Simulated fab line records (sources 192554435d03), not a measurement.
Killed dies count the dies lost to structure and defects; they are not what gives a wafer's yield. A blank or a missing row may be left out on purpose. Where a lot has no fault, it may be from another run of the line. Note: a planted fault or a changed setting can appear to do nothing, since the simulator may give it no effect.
The tool behind it: which one? | flow n5_finfet | 36 wafers from 12 lots sampled at 2 of the route's 1938 steps

== WHAT THE GAUGES READ, wafer by wafer ==
N5_BEOL_M2_CD_MEAS_18: pitch 36 nm, target cd 18 nm.
lot  | measured     | on        | cd_nm (nm)
L075 | day 7 05:41  | cd_sem-01 | 18.2 17.9 18.3
L077 | day 7 06:51  | cd_sem-02 | 18.9 17.5 18.0
L079 | day 7 16:55  | cd_sem-02 | 18.4 18.2 18.6
L080 | day 8 21:45  | cd_sem-03 | 17.2 17.6 17.3
L083 | day 9 00:49  | cd_sem-03 | 19.1 18.9 17.9
L085 | day 9 08:10  | cd_sem-01 | 17.5 18.1 18.4
L088 | day 9 22:58  | cd_sem-01 | 18.5 17.4 18.9
L089 | day 10 17:43 | cd_sem-01 | 17.6 18.1 17.1
L091 | day 11 07:22 | cd_sem-01 | 18.4 17.5 17.4
L093 | day 12 04:07 | cd_sem-02 | 18.6 17.4 17.4
L096 | day 12 16:31 | cd_sem-03 | 17.8 18.6 17.9
L097 | day 13 06:29 | cd_sem-03 | 17.7 17.9 17.5

== TOOL THAT RAN EACH LOT (tool first, then ch and the chambers of the sampled wafers, then the start) ==
lot  | N5_BEOL_M2_STRIP_66
L075 | rie_diel-01 ch 1,2, day 7 05:22
L077 | rie_diel-05 ch 1,2,3, day 7 06:37
L079 | rie_diel-01 ch 0,1,3, day 7 16:35
L080 | rie_diel-04 ch 0,2, day 8 21:31
L083 | rie_diel-05 ch 1,2, day 9 00:36
L085 | rie_diel-04 ch 0,3, day 9 07:51
L088 | rie_diel-05 ch 0,1, day 9 22:44
L089 | rie_diel-04 ch 0,2,3, day 10 17:26
L091 | rie_diel-04 ch 0,2,3, day 11 07:08
L093 | rie_diel-04 ch 0,1, day 12 03:53
L096 | rie_diel-05 ch 0,3, day 12 16:18
L097 | rie_diel-01 ch 1,2, day 13 06:16
- N5_BEOL_M2_STRIP_66: strips in CF4.

== THE ANSWER, worked out from the rows above alone ==
Rule: the usual values come from the lots themselves. Put in order of their means at a reading, lots are off if they are a third of the lots or fewer, leave a main group of 4 or more, and stand apart from it by a gap of 3 or more times the standard deviation of the main group's means; of several such gaps the widest counts. A main group is skipped when, at the precision printed for the reading in the tables above, its means are all equal. Also off: a lot with no number at a reading for which 4 or more lots have one. The other lots that the step has rows for count as sound.
None of the lots is off at any reading shown; this tells nothing.

== WHAT THE SIMULATOR HAD PUT IN ==
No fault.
